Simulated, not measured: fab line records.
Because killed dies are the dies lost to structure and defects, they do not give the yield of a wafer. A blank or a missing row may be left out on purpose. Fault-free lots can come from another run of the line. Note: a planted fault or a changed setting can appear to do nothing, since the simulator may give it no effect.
fab line records	flow nand-harc
record: lots: 7	wafers: 18	last-day: 33
route steps=1302 shown A_CONTACT@992 END@1302
lots that met no fault: from a run of the same line without faults
start-h: hours from the record's first day to the start of the lot's first wafer shown	wait-h: how many hours have passed since the lot's step before this one	" unchanged from the row above	L1.1+2: one row covering several wafers at once	- no value, or no start given	* or withheld: withheld	< > ~ a bound
route shown NAME@n: NAME is a module with steps in the file, n the number in the route of the first one	usual: mean/standard deviation of fault-free wafers	same: alike in all rows	chamber/n: place in a boat	sites: readings site by site	_std_site: how widely they spread, as a standard deviation	_edge_site: mean of outer sites minus mean of inner sites	radius-mm: how far each site lies from the wafer's centre	mask NAME#n: copy n	behind: the tool/chamber that last shaped the wafer	hold: cause of the lot's hold/its duration in hours/its outcome	device: which transistor (n, p or np) failed to switch	end of line: the same wafers' tests at the end of the route	a step without rows: its recipe alone	killed: count of dies lost to structure and defects at first sort (not the wafer's yield)	map: shows each die of a wafer: x if killed, . if not, _ if none is there
set.NAME: the setting that was run; set.NAME@STEP: the one run at that earlier step	model.NAME: the simulator's own value behind a step, which no gauge read
lots seen at some steps along the route; tables by step, rows by wafer
services: a tool's chamber out of use, with start hour (start-h, from the record's first day; less than 0 if before it), hours out, and reason
== steps ==
step: NHARC_A_CONTACT_SOFTBAKE_37
recipe: temp-c: 105	time-s: 55
step: NHARC_A_CONTACT_EBR_38
step: NHARC_A_CONTACT_EXPOSE_39
recipe: na: 1.35	sigma-outer: 0.8	dose-mj: 58.79	mask-id: A_CC_3
step: NHARC_A_CONTACT_PEB_40
recipe: peb-temp-c: 100	peb-time-s: 65
step: NHARC_A_CONTACT_DEVELOP_41
recipe: develop-time-s: 35	dev-temp-c: 23
step: NHARC_A_CONTACT_CD_MEAS_42
recipe: target-cd-nm: 300	landing-energy-ev: 500
usual: cd-nm: 300.2/0.45
lot.wafer	tool	chamber	start-h	wait-h	cd-nm
L595.1	cd-sem-03	0	500.93	-	300.0
L595.3	"	0	"	"	299.5
L595.6	"	0	"	"	299.5
L601.1	cd-sem-02	0	564.53	-	300.6
L601.4	"	0	"	"	300.5
L602.4	cd-sem-01	0	572.51	-	300.1
L602.5	"	0	"	"	299.8
L603.1	cd-sem-03	0	593.60	-	300.5
L603.5	"	0	"	"	299.8
L607.2	cd-sem-02	0	625.14	-	299.6
L607.3	"	0	"	"	300.5
L607.6	"	0	"	"	299.7
L609.1	cd-sem-02	0	639.52	-	300.4
L609.4	"	0	"	"	300.0
L609.5	"	0	"	"	300.4
L615.1	cd-sem-01	0	706.55	-	300.5
L615.4	"	0	"	"	301.0
L615.6	"	0	"	"	301.4
step: NHARC_A_CONTACT_OVL_MEAS_43
usual: overlay-x-nm: 0.1/0.94	overlay-y-nm: -0.1/0.61
lot.wafer	tool	chamber	start-h	wait-h	overlay-x-nm	overlay-y-nm
L595.1	overlay-01	-	501.02	-	0.4	0.3
L595.3	"	-	"	"	0.3	0.4
L595.6	"	-	"	"	1.0	-0.3
L601.1	overlay-02	-	564.62	-	-0.4	0.0
L601.4	"	-	"	"	0.0	-0.3
L602.4	overlay-01	-	572.60	-	-0.2	0.5
L602.5	"	-	"	"	-0.3	0.4
L603.1	overlay-02	-	593.69	-	0.5	0.2
L603.5	"	-	"	"	0.8	-0.6
L607.2	overlay-02	-	625.23	-	-1.1	-0.5
L607.3	"	-	"	"	-1.1	-0.9
L607.6	"	-	"	"	-1.5	-0.1
L609.1	overlay-01	-	639.61	-	1.6	1.0
L609.4	"	-	"	"	1.5	0.5
L609.5	"	-	"	"	1.4	0.8
L615.1	overlay-01	-	706.64	-	0.4	-0.7
L615.4	"	-	"	"	-0.2	-0.8
L615.6	"	-	"	"	0.7	-0.2
step: NHARC_A_CONTACT_INSPECT_44
usual: raw-defect-count: 81/37
lot.wafer	tool	chamber	start-h	wait-h	raw-defect-count
L595.1	defect-inspect-01	-	501.05	0.0	143
L595.3	"	-	"	"	136
L595.6	"	-	"	"	161
L601.1	defect-inspect-02	-	564.66	0.0	84
L601.4	"	-	"	"	62
L602.4	defect-inspect-02	-	572.63	0.0	77
L602.5	"	-	"	"	87
L603.1	defect-inspect-01	-	593.73	0.0	85
L603.5	"	-	"	"	58
L607.2	defect-inspect-01	-	625.26	0.0	66
L607.3	"	-	"	"	60
L607.6	"	-	"	"	75
L609.1	defect-inspect-02	-	639.65	0.0	70
L609.4	"	-	"	"	76
L609.5	"	-	"	"	85
L615.1	defect-inspect-02	-	706.68	0.0	71
L615.4	"	-	"	"	66
L615.6	"	-	"	"	44
step: NHARC_A_CONTACT_DESCUM_47
recipe: time-s: 3	o2-flow-sccm: 200	ar-flow-sccm: 0	bias-power-w: 0	chemistry: O2
usual: drypump-motor-current-A: 5.8/0.52	oes-product-au: 1.001/0.012	rf-vpp-V: 57.9/0.85	showerhead-plenum-p-Torr: 1.90/0.084	throttle-valve-pct: 11.311/0.0088
lot.wafer	tool	chamber	start-h	wait-h	drypump-motor-current-A	oes-product-au	rf-hours-counter-h	rf-vpp-V	showerhead-plenum-p-Torr	throttle-valve-pct
L595.1	rie-diel-06	1	501.12	0.1	5.5	0.995	4	57.3	1.95	11.322
L595.3	"	2	"	"	5.0	1.003	2	58.5	1.88	11.313
L595.6	"	1	"	"	5.5	1.003	-	58.8	1.95	11.319
L601.4	rie-diel-04	3	564.73	0.1	5.7	0.974	2	58.1	1.82	11.308
L601.1	"	1	"	"	5.9	1.001	2	57.6	1.84	11.287
L602.4	rie-diel-04	0	572.71	0.1	6.6	1.009	3	57.1	2.00	11.309
L602.5	"	2	"	"	5.8	0.991	-	56.4	1.78	11.316
L603.1	rie-diel-04	2	593.80	0.1	5.8	1.004	9	56.5	1.78	11.306
L603.5	"	0	"	"	6.5	1.019	-	59.1	2.00	11.313
L607.2	rie-diel-01	1	625.34	0.1	6.7	1.026	22	56.3	1.91	11.305
L607.3	"	2	"	"	5.7	0.998	19	57.6	1.88	11.324
L607.6	"	0	"	"	5.5	1.008	-	59.2	1.89	11.317
L609.4	rie-diel-01	1	639.72	0.1	6.7	1.039	26	58.7	1.91	11.315
L609.1	"	3	"	"	4.9	1.003	28	57.8	1.79	11.311
L609.5	"	1	"	"	6.7	1.017	-	57.4	1.91	11.324
L615.1	rie-diel-04	2	706.76	0.1	5.8	1.009	25	57.3	1.77	11.307
L615.4	"	3	"	"	5.7	0.994	23	56.4	1.81	11.293
L615.6	"	1	"	"	6.0	1.011	-	57.4	1.84	11.323
step: NHARC_A_CONTACT_ETCH_48
recipe: target-depth-a: 390	over-etch-frac: 0.3	time-s: 65	ion-energy-ev: 80	cf4-flow-sccm: 150	ar-flow-sccm: 0	rf-w: 300	bias-w: 100	chemistry: CF4
usual: bias-w: 100.0/0.31	cf4-flow-sccm: 150.0/0.47	drypump-motor-current-A: 5.8/0.53	oes-product-au: 1.000/0.011	rf-vpp-V: 151.1/1.2	run-length-s: 86.1/0.38	showerhead-plenum-p-Torr: 1.76/0.075	throttle-valve-pct: 13.283/0.0093
lot.wafer	tool	chamber	start-h	wait-h	bias-w	cf4-flow-sccm	drypump-motor-current-A	oes-product-au	rf-hours-counter-h	rf-vpp-V	run-length-s	showerhead-plenum-p-Torr	throttle-valve-pct
L595.3	rie-diel-06	2	501.20	0.1	100.1	150.3	5.0	1.003	2	151.0	86.3	1.74	13.269
L595.1	"	1	"	"	100.0	150.6	5.5	1.001	4	151.0	86.3	1.80	13.282
L595.6	"	2	"	"	100.1	150.2	5.0	0.996	-	150.4	86.6	1.74	13.287
L601.1	rie-diel-04	1	564.81	0.1	99.6	150.3	5.9	1.002	2	151.0	86.7	1.71	13.302
L601.4	"	3	"	"	99.8	150.7	5.7	0.988	2	152.1	86.0	1.69	13.296
L602.4	rie-diel-04	1	572.78	0.1	100.4	150.4	5.9	0.992	3	151.2	86.1	1.71	13.253
L602.5	"	1	"	"	99.8	150.1	5.9	1.000	-	150.8	86.0	1.71	13.276
L603.1	rie-diel-04	1	593.87	0.1	100.3	149.6	5.9	1.001	7	151.7	86.0	1.71	13.283
L603.5	"	1	"	"	100.0	149.4	5.9	1.005	-	150.5	86.0	1.71	13.280
L607.2	rie-diel-01	3	625.42	0.1	100.1	149.4	4.9	1.004	22	151.2	86.4	1.66	13.291
L607.3	"	1	"	"	100.1	149.9	6.7	1.017	22	150.7	86.2	1.77	13.287
L607.6	"	2	"	"	100.2	149.5	5.7	1.003	-	150.9	86.2	1.74	13.268
L609.4	rie-diel-01	2	639.80	0.1	100.3	149.4	5.7	1.000	23	151.6	86.5	1.74	13.283
L609.1	"	3	"	"	99.6	149.5	4.9	1.001	28	149.0	86.0	1.66	13.302
L609.5	"	1	"	"	100.0	149.4	6.8	1.023	-	150.0	86.4	1.77	13.277
L615.1	rie-diel-04	1	706.83	0.1	99.3	150.2	5.9	1.007	22	150.1	86.1	1.70	13.289
L615.4	"	0	"	"	99.7	150.2	6.6	1.007	20	152.3	85.5	1.84	13.293
L615.6	"	1	"	"	99.2	150.2	5.9	1.013	-	151.4	86.1	1.70	13.280
step: NHARC_A_CONTACT_ETCH_49
recipe: target-depth-a: 2600	over-etch-frac: 0.3	time-s: 475.3	ion-energy-ev: 200	n2-flow-sccm: 150	h2-flow-sccm: 150	ar-flow-sccm: 0	rf-w: 400	bias-w: 150	chemistry: N2/H2
usual: bias-w: 150.0/0.46	drypump-motor-current-A: 5.8/0.53	h2-flow-sccm: 150.0/0.44	oes-product-au: 1.000/0.011	rf-vpp-V: 430.2/2.6	run-length-s: 496.4/0.37	showerhead-plenum-p-Torr: 2.03/0.093	throttle-valve-pct: 14.172/0.009
lot.wafer	tool	chamber	start-h	wait-h	bias-w	drypump-motor-current-A	h2-flow-sccm	oes-product-au	rf-hours-counter-h	rf-vpp-V	run-length-s	showerhead-plenum-p-Torr	throttle-valve-pct
L595.1	rie-diel-06	3	-	-	150.3	6.5	150.0	0.995	3	435.4	496.5	2.22	14.160
L595.3	"	1	"	"	150.0	5.4	150.2	0.988	4	432.0	496.2	2.08	14.180
L595.6	"	2	"	"	149.6	5.0	150.3	0.993	-	428.9	497.0	2.00	14.160
L601.4	rie-diel-04	1	-	-	150.0	6.0	149.8	1.011	2	428.4	496.8	1.96	14.172
L601.1	"	3	"	"	149.2	5.7	149.8	0.978	2	428.0	496.3	1.94	14.164
L602.4	rie-diel-04	1	-	-	149.6	5.9	150.4	1.003	3	427.0	496.4	1.96	14.171
L602.5	"	2	"	"	149.8	5.8	149.8	0.998	-	428.3	496.8	1.89	14.190
L603.1	rie-diel-04	2	-	-	150.8	5.8	149.9	0.999	9	427.5	496.8	1.89	14.152
L603.5	"	0	"	"	149.6	6.6	149.3	1.011	-	432.6	496.1	2.13	14.178
L607.2	rie-diel-01	0	-	-	150.1	5.5	149.5	0.998	25	428.8	495.8	2.01	14.170
L607.3	"	2	"	"	150.1	5.7	150.3	0.995	19	429.5	496.6	2.00	14.195
L607.6	"	1	"	"	149.5	6.8	149.9	1.027	-	429.6	496.3	2.04	14.186
L609.1	rie-diel-01	1	-	-	148.6	6.8	149.8	1.032	26	431.2	496.6	2.04	14.173
L609.4	"	2	"	"	150.0	5.7	149.9	1.007	23	429.1	496.8	2.00	14.170
L609.5	"	2	"	"	149.6	5.7	149.7	1.006	-	430.1	496.5	2.00	14.162
L615.1	rie-diel-04	3	-	-	149.8	5.7	150.2	0.988	23	427.2	496.3	1.93	14.159
L615.4	"	1	"	"	150.3	5.9	149.6	1.010	22	427.6	496.3	1.95	14.163
L615.6	"	2	"	"	150.6	5.8	150.1	1.002	-	425.7	496.7	1.89	14.169
step: NHARC_A_CONTACT_ETCH_50
recipe: target-depth-a: 1210	time-s: 60.5	cf4-flow-sccm: 100	chf3-flow-sccm: 30	ar-flow-sccm: 0	rf-w: 500	bias-w: 200	chemistry: CF4/CHF3
usual: bias-w: 200.0/0.55	cf4-flow-sccm: 99.99/0.29	drypump-motor-current-A: 5.8/0.53	oes-product-au: 0.952/0.024	rf-vpp-V: 370.3/2.4	run-length-s: 81.6/0.36	showerhead-plenum-p-Torr: 1.56/0.066	throttle-valve-pct: 16.801/0.0093
lot.wafer	tool	chamber	start-h	wait-h	bias-w	cf4-flow-sccm	drypump-motor-current-A	oes-product-au	rf-hours-counter-h	rf-vpp-V	run-length-s	showerhead-plenum-p-Torr	throttle-valve-pct
L595.1	rie-diel-06	2	-	-	198.9	100.30	5.0	0.968	3	368.4	81.8	1.55	16.819
L595.3	"	3	"	"	200.0	99.94	6.5	0.975	3	374.9	81.7	1.70	16.797
L595.6	"	0	"	"	200.5	100.04	5.6	0.964	-	372.1	81.6	1.63	16.796
L601.1	rie-diel-04	1	-	-	199.1	99.98	5.9	0.975	2	368.6	82.2	1.52	16.805
L601.4	"	2	"	"	199.4	100.02	5.8	0.950	3	368.2	82.0	1.47	16.807
L602.4	rie-diel-04	2	-	-	200.0	100.47	5.8	0.956	4	368.4	82.1	1.47	16.789
L602.5	"	1	"	"	200.0	99.73	5.9	0.985	-	368.0	81.6	1.52	16.809
L603.1	rie-diel-04	3	-	-	199.8	99.62	5.7	0.931	8	366.9	81.5	1.50	16.797
L603.5	"	3	"	"	199.5	99.77	5.7	0.934	-	368.2	82.3	1.50	16.822
L607.3	rie-diel-01	3	-	-	200.8	100.29	4.9	0.923	22	367.7	81.7	1.48	16.795
L607.2	"	1	"	"	200.1	99.87	6.7	0.939	22	369.7	81.5	1.57	16.802
L607.6	"	0	"	"	200.9	100.66	5.5	0.925	-	371.5	81.0	1.55	16.803
L609.4	rie-diel-01	0	-	-	200.7	100.24	5.5	0.930	31	370.7	80.9	1.55	16.792
L609.1	"	1	"	"	199.1	99.64	6.7	0.942	26	371.8	81.7	1.57	16.815
L609.5	"	2	"	"	199.7	99.98	5.7	0.916	-	368.6	81.9	1.55	16.815
L615.4	rie-diel-04	3	-	-	200.1	100.67	5.7	0.971	23	368.0	82.1	1.49	16.798
L615.1	"	2	"	"	200.3	100.15	5.8	0.993	25	367.2	81.7	1.47	16.778
L615.6	"	0	"	"	200.8	99.78	6.6	0.980	-	372.7	81.4	1.64	16.821
step: NHARC_A_CONTACT_ETCH_51
recipe: target-depth-a: 70000	over-etch-frac: 0.3	time-s: 1820	ion-energy-ev: 150	o2-flow-sccm: 400	cos-flow-sccm: 20	ar-flow-sccm: 0	rf-w: 500	bias-w: 300	chemistry: O2/COS
usual: bias-w: 300.0/0.95	drypump-motor-current-A: 5.8/0.52	oes-product-au: 0.999/0.011	rf-vpp-V: 313.8/2	run-length-s: 1841.1/0.37	showerhead-plenum-p-Torr: 3.10/0.13	throttle-valve-pct: 28.330/0.0095
lot.wafer	tool	chamber	start-h	wait-h	bias-w	drypump-motor-current-A	oes-product-au	rf-hours-counter-h	rf-vpp-V	run-length-s	showerhead-plenum-p-Torr	throttle-valve-pct
L595.1	rie-diel-06	2	501.98	-	300.0	5.0	1.003	3	313.7	1841.6	3.07	28.330
L595.3	"	3	"	"	299.9	6.5	1.007	3	316.6	1841.4	3.37	28.333
L595.6	"	0	"	"	298.7	5.7	0.985	-	316.7	1840.6	3.23	28.326
L601.4	rie-diel-04	1	565.58	-	-	6.0	1.000	2	312.8	1310.3	3.01	28.316
L601.1	"	2	"	"	299.0	5.8	0.994	3	310.4	1841.6	2.92	28.342
L602.4	rie-diel-04	3	573.43	-	-	5.7	0.979	5	310.6	1309.9	2.97	28.323
L602.5	"	3	"	"	-	5.7	0.979	-	314.2	1310.4	2.97	28.317
L603.1	rie-diel-04	0	594.65	-	299.3	6.6	1.007	7	315.9	1840.6	3.26	28.329
L603.5	"	2	"	"	-	5.8	0.995	-	310.8	1310.3	2.91	28.315
L607.2	rie-diel-01	3	626.26	-	299.4	4.9	0.987	23	312.9	1841.0	2.94	28.349
L607.3	"	0	"	"	301.2	5.5	0.999	26	314.7	1840.2	3.08	28.332
L607.6	"	2	"	"	298.7	5.7	0.993	-	312.9	1841.2	3.07	28.326
L609.1	rie-diel-01	1	640.33	-	299.4	6.7	1.014	27	312.9	1841.0	3.12	28.335
L609.4	"	0	"	"	299.6	5.5	1.001	31	314.0	1840.4	3.08	28.336
L609.5	"	2	"	"	302.4	5.7	1.007	-	314.0	1841.7	3.07	28.339
L615.1	rie-diel-04	3	707.48	-	300.5	5.7	0.981	23	310.8	1841.7	2.97	28.335
L615.4	"	1	"	"	299.3	6.0	1.011	23	310.5	1841.0	3.00	28.329
L615.6	"	3	"	"	299.5	5.7	0.985	-	311.4	1841.1	2.96	28.320
step: NHARC_A_CONTACT_ETCH_111
recipe: source-w: withheld	pressure-mtorr: 20	bias-v: withheld	time-s: 140	target-depth-a: 7000	ar-flow-sccm: withheld	c4f8-flow-sccm: withheld	o2-flow-sccm: withheld	chemistry: C4F8/O2/Ar
usual: run-length-s: 141.2/0.34
lot.wafer	tool	chamber	start-h	wait-h	rf-hours-counter-h	run-length-s
L595.1	har-cap-etch-02	0	502.96	-	82	141.1
L595.3	"	1	"	"	-	141.3
L595.6	"	0	"	"	-	141.0
L601.1	har-cap-etch-03	0	566.53	-	55	141.0
L601.4	"	1	"	"	-	141.2
L602.4	har-cap-etch-01	0	574.58	-	-	140.7
L602.5	"	0	"	"	-	141.2
L603.1	har-cap-etch-02	1	595.60	-	100	141.0
L603.5	"	1	"	"	-	141.0
L607.2	har-cap-etch-03	1	627.26	-	65	141.2
L607.3	"	1	"	"	-	141.4
L607.6	"	0	"	"	-	140.6
L609.1	har-cap-etch-02	1	641.55	-	109	141.3
L609.4	"	1	"	"	-	141.1
L609.5	"	0	"	"	-	141.1
L615.1	har-cap-etch-03	1	708.60	-	81	141.6
L615.4	"	1	"	"	-	141.4
L615.6	"	0	"	"	-	140.7
step: NHARC_END_SORT_01
recipe: temp-c: 25
usual: killed-at-array: 53/19	killed-at-other: 0.7/1.1	killed-at-periphery: 4.2/2.7	killed-dies: 58/18	killed-open: 3.1/1.9	killed-short: 2.5/1.6
same: gross-dies: 677
lot.wafer	tool	chamber	start-h	wait-h	killed-at-array	killed-at-other	killed-at-periphery	killed-dies	killed-open	killed-short
L601.1	prober-02	0	636.37	2.5	45	4	5	54	6	2
L601.4	prober-02	0	638.76	3.4	670	3	4	677	3	2
L602.4	prober-01	0	654.36	3.4	669	2	6	677	3	6
L602.5	prober-01	0	655.17	3.7	672	0	5	677	0	3
L603.1	prober-02	0	662.46	2.5	44	1	7	52	2	1
L603.5	prober-02	0	665.65	3.7	666	3	8	677	3	1
L607.2	prober-02	0	692.13	2.8	30	1	2	33	0	1
L607.3	prober-02	0	692.93	3.1	40	1	1	42	3	3
L607.6	prober-02	0	695.31	4.0	38	0	2	40	3	2
killed by level:class
L601.1 A_CHANNEL_HOLE_D1:chamber-film-flake=20 A_CHANNEL_HOLE_D2:chamber-film-flake=17 THIN_TSV:chamber-film-flake=4 A_CHANNEL_FILL_D2:geometric-particle:open=2 A_STAIRCASE:chamber-film-flake=2 P_GATE:geometric-particle:open=1 P_M0:geometric-particle:open=1 P_M1:geometric-particle:open=1
L601.4 A_CONTACT:area-etch=625 A_CHANNEL_HOLE_D1:chamber-film-flake=27 A_CHANNEL_HOLE_D2:chamber-film-flake=10 THIN_TSV:chamber-film-flake=3 P_STI:chamber-film-flake=2 P_CONTACT:geometric-particle:open=1 A_ONON_D1:geometric-particle:short=1 A_CHANNEL_FILL_D1:geometric-particle:open=1
L602.4 A_CONTACT:area-etch=615 A_SLIT:chamber-film-flake=27 A_CHANNEL_HOLE_D2:chamber-film-flake=15 A_CHANNEL_HOLE_D1:chamber-film-flake=3 A_WL_FILL:chamber-film-flake=3 P_CONTACT:chamber-film-flake=2 THIN_TSV:chamber-film-flake=2 P_STI:geometric-particle:open=1
L602.5 A_CONTACT:area-etch=620 A_SLIT:chamber-film-flake=25 A_CHANNEL_HOLE_D2:chamber-film-flake=15 A_CHANNEL_FILL_D1:chamber-film-flake=4 P_GATE:chamber-film-flake=2 P_CONTACT:chamber-film-flake=2 A_CHANNEL_HOLE_D1:chamber-film-flake=2 A_WL_FILL:chamber-film-flake=2
L603.1 A_CHANNEL_HOLE_D1:chamber-film-flake=18 P_M1:chamber-film-flake=7 A_CONTACT:chamber-film-flake=7 A_STAIRCASE:chamber-film-flake=7 A_BONDPAD:chamber-film-flake=4 A_SLIT:chamber-film-flake=3 A_DECK1_JOINT:chamber-film-flake=2 A_CHANNEL_HOLE_D1:geometric-particle:open=1
L603.5 A_CONTACT:area-etch=628 A_CHANNEL_HOLE_D1:chamber-film-flake=26 P_M1:chamber-film-flake=6 A_STAIRCASE:chamber-film-flake=4 THIN_TSV:chamber-film-flake=3 A_M0:geometric-particle:open=2 P_CONTACT:chamber-film-flake=2 A_WL_FILL:chamber-film-flake=2
L607.2 A_CHANNEL_HOLE_D1:chamber-film-flake=19 A_CONTACT:chamber-film-flake=3 A_ZERO_WELL:chamber-film-flake=2 A_DECK1_JOINT:chamber-film-flake=2 A_SGD_CUT:chamber-film-flake=2 P_M1:geometric-particle:short=1 P_M2:chamber-film-flake=1 A_STAIRCASE:chamber-film-flake=1
L607.3 A_CHANNEL_HOLE_D1:chamber-film-flake=20 A_SLIT:chamber-film-flake=4 A_STAIRCASE:chamber-film-flake=3 A_WL_FILL:chamber-film-flake=3 A_CONTACT:chamber-film-flake=3 P_M0:geometric-particle:short=1 A_SOURCE_PLATE:geometric-particle:short=1 A_SOURCE_PLATE:geometric-particle:open=1
L607.6 A_CHANNEL_HOLE_D1:chamber-film-flake=18 A_SLIT:chamber-film-flake=4 A_CONTACT:chamber-film-flake=4 A_STAIRCASE:chamber-film-flake=3 A_ZERO_WELL:chamber-film-flake=2 P_M0:geometric-particle:short=1 A_CHANNEL_HOLE_D1:geometric-particle:short=1 A_CHANNEL_FILL_D2:geometric-particle:open=1
map L601.4 (x killed, . not)
____________x____________
_________xxxxxxx_________
_______xxxxxxxxxxx_______
______xxxxxxxxxxxxx______
_____xxxxxxxxxxxxxxx_____
____xxxxxxxxxxxxxxxxx____
____xxxxxxxxxxxxxxxxx____
___xxxxxxxxxxxxxxxxxxx___
___xxxxxxxxxxxxxxxxxxx___
__xxxxxxxxxxxxxxxxxxxxx__
__xxxxxxxxxxxxxxxxxxxxx__
_xxxxxxxxxxxxxxxxxxxxxxx_
_xxxxxxxxxxxxxxxxxxxxxxx_
_xxxxxxxxxxxxxxxxxxxxxxx_
_xxxxxxxxxxxxxxxxxxxxxxx_
_xxxxxxxxxxxxxxxxxxxxxxx_
xxxxxxxxxxxxxxxxxxxxxxxxx
xxxxxxxxxxxxxxxxxxxxxxxxx
xxxxxxxxxxxxxxxxxxxxxxxxx
xxxxxxxxxxxxxxxxxxxxxxxxx
xxxxxxxxxxxxxxxxxxxxxxxxx
_xxxxxxxxxxxxxxxxxxxxxxx_
_xxxxxxxxxxxxxxxxxxxxxxx_
_xxxxxxxxxxxxxxxxxxxxxxx_
_xxxxxxxxxxxxxxxxxxxxxxx_
_xxxxxxxxxxxxxxxxxxxxxxx_
__xxxxxxxxxxxxxxxxxxxxx__
__xxxxxxxxxxxxxxxxxxxxx__
___xxxxxxxxxxxxxxxxxxx___
___xxxxxxxxxxxxxxxxxxx___
____xxxxxxxxxxxxxxxxx____
____xxxxxxxxxxxxxxxxx____
_____xxxxxxxxxxxxxxx_____
______xxxxxxxxxxxxx______
_______xxxxxxxxxxx_______
_________xxxxxxx_________
____________x____________
map L602.4 (x killed, . not)
____________x____________
_________xxxxxxx_________
_______xxxxxxxxxxx_______
______xxxxxxxxxxxxx______
_____xxxxxxxxxxxxxxx_____
____xxxxxxxxxxxxxxxxx____
____xxxxxxxxxxxxxxxxx____
___xxxxxxxxxxxxxxxxxxx___
___xxxxxxxxxxxxxxxxxxx___
__xxxxxxxxxxxxxxxxxxxxx__
__xxxxxxxxxxxxxxxxxxxxx__
_xxxxxxxxxxxxxxxxxxxxxxx_
_xxxxxxxxxxxxxxxxxxxxxxx_
_xxxxxxxxxxxxxxxxxxxxxxx_
_xxxxxxxxxxxxxxxxxxxxxxx_
_xxxxxxxxxxxxxxxxxxxxxxx_
xxxxxxxxxxxxxxxxxxxxxxxxx
xxxxxxxxxxxxxxxxxxxxxxxxx
xxxxxxxxxxxxxxxxxxxxxxxxx
xxxxxxxxxxxxxxxxxxxxxxxxx
xxxxxxxxxxxxxxxxxxxxxxxxx
_xxxxxxxxxxxxxxxxxxxxxxx_
_xxxxxxxxxxxxxxxxxxxxxxx_
_xxxxxxxxxxxxxxxxxxxxxxx_
_xxxxxxxxxxxxxxxxxxxxxxx_
_xxxxxxxxxxxxxxxxxxxxxxx_
__xxxxxxxxxxxxxxxxxxxxx__
__xxxxxxxxxxxxxxxxxxxxx__
___xxxxxxxxxxxxxxxxxxx___
___xxxxxxxxxxxxxxxxxxx___
____xxxxxxxxxxxxxxxxx____
____xxxxxxxxxxxxxxxxx____
_____xxxxxxxxxxxxxxx_____
______xxxxxxxxxxxxx______
_______xxxxxxxxxxx_______
_________xxxxxxx_________
____________x____________
== services ==
tool	chamber	start-h	hours	kind
rie-diel-04	0	480.25	2.6	repair
rie-diel-06	-	484.25	9.0	pm
rie-diel-04	0	486.96	-	clean
rie-diel-04	1	486.96	-	clean
rie-diel-04	2	486.96	-	clean
rie-diel-04	3	486.96	-	clean
har-cap-etch-01	-	498.16	17.0	pm
rie-diel-04	0	511.46	-	clean
rie-diel-04	1	511.46	-	clean
rie-diel-04	2	511.46	-	clean
rie-diel-04	3	511.46	-	clean
rie-diel-04	2	521.24	4.1	repair
rie-diel-01	3	528.71	7.8	repair
rie-diel-04	-	532.46	9.0	pm
rie-diel-04	0	532.46	9.0	vent-cycle
rie-diel-04	1	532.46	9.0	vent-cycle
rie-diel-04	2	532.46	9.0	vent-cycle
rie-diel-01	-	558.26	9.0	pm
rie-diel-06	0	595.74	4.3	repair
rie-diel-04	3	651.48	5.8	repair
rie-diel-06	2	654.40	3.1	repair
rie-diel-06	-	661.25	9.0	pm
rie-diel-04	-	665.26	1.2	repair
har-cap-etch-03	-	687.65	0.8	repair
== key ==
first-sign: step: NHARC_A_CONTACT_ETCH_51	reading: run-length-s	direction: down	sigmas: 99+	usual: *	struck: *
effect: step: NHARC_END_SORT_01	reading: killed-dies	direction: up	sigmas: 34	usual: 58	struck: 677
more-kills-born-at: NHARC_A_CONTACT_ETCH_51@rie-diel-04: 2488
met-at NHARC_A_CONTACT_ETCH_51
struck-wafers L601.4,L602.4,L602.5,L603.5
later-rows-left-out L601.4,L602.4,L602.5,L603.5
tester-left-out L601,L602,L603
fault: kind: process-parameter-drift	tool: rie-diel-04	chamber: -	onset-h: 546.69	steps: NHARC_A_CONTACT_ETCH_51	channel: time-s	offset: *	shape: step	end-h: 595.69	scope: struck-wafers-only	acts-in: *	stated: *
tester-left-out: of these lots the tester's yield and bins aren't shown, on N5 and GAA mostly nor the transistor test; their killed dies are dies lost to structure and defects alone, not to doping, threshold or leakage, so they don't give the yield
later-rows-left-out: the simulator's readings of these wafers behind a module that went badly wrong aren't trusted and aren't shown, but for the sort
